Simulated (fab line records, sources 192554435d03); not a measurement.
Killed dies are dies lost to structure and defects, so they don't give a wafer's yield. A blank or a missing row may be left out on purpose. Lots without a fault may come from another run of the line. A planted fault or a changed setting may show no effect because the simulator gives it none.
Split-lot experiment | flow n5_finfet | 7 lots, 21 wafers read, on a route of 1938 steps

THE SPLIT
At N5_BEOL_M13_SPUTTER_44 (material Ta, target thk 10 nm, time 16.13 s), the setting power_w was moved away from the recipe's 15000 W on 9 of the 21 wafers read, by -16.6% to +14.4%. The other wafers ran this setting at the recipe's value.

The reading is taken at the split's own step.

THE READING
Ta_of_BEOL_M13_SPUTTER_44.thk_nm (the simulator's own value, which no gauge read), in nm, at N5_BEOL_M13_SPUTTER_44 (material Ta, target thk 10 nm, time 16.13 s). The file gives no usual value for it. The 12 wafers here that ran the recipe average 10.1 nm, standard deviation 0.094 nm.

wafer  | tool, chamber at the split | power_w as run, W | against the recipe | Ta_of_BEOL_M13_SPUTTER_44.thk_nm, nm | against lot-mates on the recipe
L074.2 | pvd_sputter-02, -          | 15000             | recipe             | 10                                   | -
L074.6 | pvd_sputter-02, -          | 15000             | recipe             | 10                                   | -
L074.4 | pvd_sputter-02, -          | 15000             | recipe             | 10.2                                 | -
L078.3 | pvd_sputter-01, -          | 13500             | -10.0%             | 9                                    | -1.1
L078.5 | pvd_sputter-01, -          | 15000             | recipe             | 10                                   | -
L078.6 | pvd_sputter-01, -          | 15000             | recipe             | 10.2                                 | -
L077.3 | pvd_sputter-02, -          | 12510             | -16.6%             | 8.4                                  | -1.6
L077.4 | pvd_sputter-02, -          | 15000             | recipe             | 10                                   | -
L077.6 | pvd_sputter-02, -          | 12510             | -16.6%             | 8.6                                  | -1.4
L079.2 | pvd_sputter-03, -          | 15000             | recipe             | 10.2                                 | -
L079.5 | pvd_sputter-03, -          | 15000             | recipe             | 10.2                                 | -
L079.6 | pvd_sputter-03, -          | 13700             | -8.7%              | 9.4                                  | -0.8
L082.2 | pvd_sputter-02, -          | 16470             | +9.8%              | 11                                   | +1.0
L082.4 | pvd_sputter-02, -          | 15000             | recipe             | 10                                   | -
L082.6 | pvd_sputter-02, -          | 16470             | +9.8%              | 11.2                                 | +1.2
L094.3 | pvd_sputter-03, -          | 15000             | recipe             | 10                                   | -
L094.6 | pvd_sputter-03, -          | 15000             | recipe             | 10                                   | -
L094.4 | pvd_sputter-03, -          | 16960             | +13.1%             | 11.4                                 | +1.4
L096.1 | pvd_sputter-02, -          | 17160             | +14.4%             | 11.4                                 | +1.4
L096.2 | pvd_sputter-02, -          | 17160             | +14.4%             | 11.4                                 | +1.4
L096.6 | pvd_sputter-02, -          | 15000             | recipe             | 10                                   | -

THE FIT
A straight line over all 21 wafers: Ta_of_BEOL_M13_SPUTTER_44.thk_nm changes by +0.096 nm for each +1% of power_w; r = +0.99; the points scatter about the line by 0.11 nm.
The same after taking each lot's own level away (the mean of its wafers on the recipe; 21 wafers): +0.0982 nm for each +1%; r = +0.99; scatter 0.096 nm.
On that fit, the largest move of power_w shifts the reading by 1.6 nm.
The lots' own levels span 10.00 to 10.20 nm, that is 2.1 times the standard deviation above.
So the lot-to-lot level changes the slope little: the two slopes agree.
Check: with one of the wafers moved furthest among these (-16.6%) left out of the fit, the line predicts -1.6 nm for it against its lot-mates. It came out at -1.6 nm against them.

OTHER SPLITS ON THESE WAFERS
These wafers also went through other splits before the reading. Each is held against what the fit with the lots' levels taken away leaves over:
other split on the same wafers | wafers away from the commonest value | r with Ta_of_BEOL_M13_SPUTTER_44.thk_nm (lot level and that fit taken away)
N5_BEOL_M10_COAT_22 spin_rpm   | 3                                    | +0.14
N5_BEOL_M11_COAT_63 spin_rpm   | 7                                    | +0.10
N5_BEOL_M12_SPUTTER_44 time_s  | 9                                    | -0.30
N5_BEOL_M13_SPUTTER_43 time_s  | 3                                    | +0.06

THE FILE'S OWN FIT
Ta_of_BEOL_M13_SPUTTER_44.thk_nm changes by +0.0996 nm for each +1% of power_w, r = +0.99.
